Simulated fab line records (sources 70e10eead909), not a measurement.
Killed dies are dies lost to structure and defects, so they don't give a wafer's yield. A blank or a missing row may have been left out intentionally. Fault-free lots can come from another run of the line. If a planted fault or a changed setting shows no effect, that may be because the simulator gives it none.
The tool behind it: which one?    flow nand harc    24 lots with 72 wafers sampled at 3 steps, on a route of 1159 steps

## WHAT THE GAUGES READ, wafer by wafer
NHARC_A_ONON_D1_THK_MEAS_14: measures by ellipsometry. Usual: thk nm 1000 nm, standard deviation 9.6.
lot   measured      on             thk nm (nm)     flag
L074  day 7 06:31   film metro-01  992 992 992     
L077  day 7 23:41   film metro-02  995 995 996     
L075  day 7 23:51   film metro-01  1000 1002 1000  
L076  day 8 00:04   film metro-01  1004 1003 1003  
L079  day 8 23:32   film metro-01  996 994 997     
L078  day 8 23:34   film metro-02  998 1000 998    
L080  day 9 11:38   film metro-02  1016 1014 1014  
L081  day 9 18:49   film metro-01  1004 1004 1005  
L083  day 9 18:49   film metro-02  1004 1002 1004  
L082  day 9 19:06   film metro-01  1002 1002 1002  
L084  day 10 03:33  film metro-02  999 999 1001    
L085  day 10 19:14  film metro-02  993 990 991     
L088  day 10 19:14  film metro-01  998 998 997     
L087  day 10 19:16  film metro-01  1003 1001 1002  
L086  day 11 08:19  film metro-02  1008 1010 1009  
L089  day 11 16:38  film metro-01  983 985 986     
L090  day 11 16:39  film metro-02  1008 1010 1008  
L093  day 11 23:40  film metro-01  1013 1011 1013  
L091  day 11 23:40  film metro-02  986 985 985     
L092  day 11 23:42  film metro-01  1020 1022 1019  
L095  day 12 13:44  film metro-01  998 1000 1001   
L094  day 12 13:45  film metro-02  1006 1007 1006  
L097  day 12 23:40  film metro-02  983 982 981     
L096  day 12 23:42  film metro-01  988 989 990     

NHARC_A_CHANNEL_HOLE_D1_CD_MEAS_18. Usual: cd nm 99.4 nm, standard deviation 1.7.
lot   measured      on         cd nm (nm)         flag
L074  day 7 18:37   cd sem-03  98.7 97.6 97.9     
L077  day 8 18:14   cd sem-01  98.9 101.1 98.5    
L075  day 8 17:32   cd sem-02  100.0 99.3 100.2   
L076  day 8 18:24   cd sem-03  97.8 99.0 97.2     
L079  day 9 14:49   cd sem-03  99.6 100.5 98.5    
L078  day 9 13:58   cd sem-01  95.7 96.6 98.0     
L080  day 10 01:32  cd sem-02  100.9 100.5 97.7   
L081  day 10 09:02  cd sem-03  98.9 98.8 97.1     
L083  day 10 09:01  cd sem-01  98.8 97.0 97.9     
L082  day 10 09:51  cd sem-03  100.6 98.9 102.8   
L084  day 10 22:11  cd sem-03  98.0 99.6 100.2    
L085  day 11 11:20  cd sem-01  100.2 97.4 100.3   
L088  day 11 11:41  cd sem-02  101.1 98.8 100.6   
L087  day 11 10:55  cd sem-02  98.4 99.5 98.1     
L086  day 12 00:33  cd sem-02  99.7 99.2 98.5     
L089  day 12 08:31  cd sem-01  100.4 97.1 97.8    
L090  day 12 06:40  cd sem-01  97.7 100.9 100.4   
L093  day 12 15:02  cd sem-01  100.4 100.1 100.7  
L091  day 12 16:01  cd sem-01  99.4 101.4 102.4   
L092  day 12 16:19  cd sem-03  98.1 98.1 99.4     
L095  day 13 03:52  cd sem-03  101.3 103.4 101.3  
L094  day 13 04:11  cd sem-01  97.4 100.0 96.1    
L097  day 13 16:50  cd sem-02  100.6 100.4 101.2  
L096  day 13 17:47  cd sem-01  100.1 101.7 104.1  

## WHICH TOOL RAN EACH LOT (tool, then ch and the chambers of the sampled wafers, then the start)
lot   NHARC_A_CHANNEL_HOLE_D1_ETCH_38
L074  rie diel-13 ch 0,1,3, day 7 17:36
L077  rie diel-08 ch 0,1, day 8 17:12
L075  rie diel-13 ch 0,2,3, day 8 16:31
L076  rie diel-03 ch 2,3, day 8 17:23
L079  rie diel-13 ch 0,1,3, day 9 13:24
L078  rie diel-08 ch 0,1, day 9 12:56
L080  rie diel-08 ch 0,2,3, day 10 00:30
L081  rie diel-13 ch 0,2,3, day 10 07:50
L083  rie diel-08 ch 0,1, day 10 08:00
L082  rie diel-03 ch 1,2,3, day 10 08:50
L084  rie diel-03 ch 0,2,3, day 10 21:10
L085  rie diel-08 ch 0,2, day 11 10:19
L088  rie diel-03 ch 0,1,3, day 11 10:40
L087  rie diel-13 ch 0,1,2, day 11 09:53
L086  rie diel-08 ch 2,3, day 11 23:31
L089  rie diel-03 ch 0,1,3, day 12 07:30
L090  rie diel-08 ch 0,1, day 12 05:38
L093  rie diel-08 ch 0,1, day 12 14:01
L091  rie diel-03 ch 0,1,2, day 12 15:00
L092  rie diel-08 ch 0,1,3, day 12 15:17
L095  rie diel-03 ch 2,3, day 13 02:50
L094  rie diel-08 ch 0,1,2, day 13 03:10
L097  rie diel-13 ch 1,3, day 13 15:49
L096  rie diel-03 ch 0,2,3, day 13 16:47
- NHARC_A_CHANNEL_HOLE_D1_ETCH_38: etches the open film in CF4, target depth 39 nm, time 65 s.

## WHAT THE TOOLS THEMSELVES READ (means of the sampled wafers that have a number; where no wafer has one, the mark that the record gives instead)
NHARC_A_CHANNEL_HOLE_D1_ETCH_38. Usual: drypump motor current A 6.02 A, standard deviation 0.28; oes product au 0.999 a.u., standard deviation 0.0073; rf vpp V 151.2 V, standard deviation 1.3; showerhead plenum p Torr 1.76 Torr, standard deviation 0.085; throttle valve pct 13.283 %, standard deviation 0.0093.
lot   tool         drypump motor current A (A)  oes product au (a.u.)  rf vpp V (V)  showerhead plenum p Torr (Torr)  throttle valve pct (%)  flag
L074  rie diel-13  6.08                         0.992                  150.5         1.72                             13.287                  
L077  rie diel-08  5.89                         0.995                  150.7         1.75                             13.282                  
L075  rie diel-13  6.32                         1.002                  151.2         1.76                             13.280                  
L076  rie diel-03  5.82                         0.998                  151.4         1.79                             13.287                  
L079  rie diel-13  6.05                         1.006                  150.5         1.72                             13.294                  
L078  rie diel-08  5.93                         1.004                  151.3         1.75                             13.284                  
L080  rie diel-08  5.83                         1.001                  150.4         1.76                             13.280                  
L081  rie diel-13  6.31                         1.005                  151.4         1.76                             13.284                  
L083  rie diel-08  5.92                         1.000                  151.4         1.75                             13.279                  
L082  rie diel-03  5.97                         1.001                  151.8         1.75                             13.281                  
L084  rie diel-03  5.92                         1.001                  150.9         1.75                             13.282                  
L085  rie diel-08  5.71                         0.994                  151.5         1.69                             13.278                  
L088  rie diel-03  5.97                         0.998                  149.5         1.71                             13.283                  
L087  rie diel-13  6.00                         0.995                  150.9         1.74                             13.283                  
L086  rie diel-08  5.81                         1.006                  150.7         1.75                             13.290                  
L089  rie diel-03  5.96                         0.995                  151.1         1.71                             13.276                  
L090  rie diel-08  6.11                         0.993                  152.2         1.81                             13.275                  
L093  rie diel-08  5.95                         1.009                  150.6         1.75                             13.288                  
L091  rie diel-03  6.08                         0.998                  149.8         1.71                             13.292                  
L092  rie diel-08  6.07                         0.996                  152.3         1.82                             13.284                  
L095  rie diel-03  5.92                         1.002                  150.8         1.78                             13.286                  
L094  rie diel-08  5.89                         1.007                  150.9         1.75                             13.280                  
L097  rie diel-13  6.23                         1.002                  152.0         1.76                             13.277                  
L096  rie diel-03  5.93                         0.996                  150.7         1.75                             13.285                  

## THE ANSWER, worked out from the rows above alone
Rule: take the mean of a lot's wafers that have a number; if it is more than 3 standard deviations from the usual mean, the lot is off. Also off: a lot with no number at a reading for which 4 or more lots have one. The other lots that the step has rows for count as sound. After the gauges, taken in route order, come the tools' own readings; for these a lot's mean is taken, as printed above. The first step at which some lot is off is used, and at that step the reading that is off furthest; a lot without a number counts as furthest.
No lot is off at any reading shown: from this, nothing can be told.

## WHAT HAD BEEN PUT IN BY THE SIMULATOR
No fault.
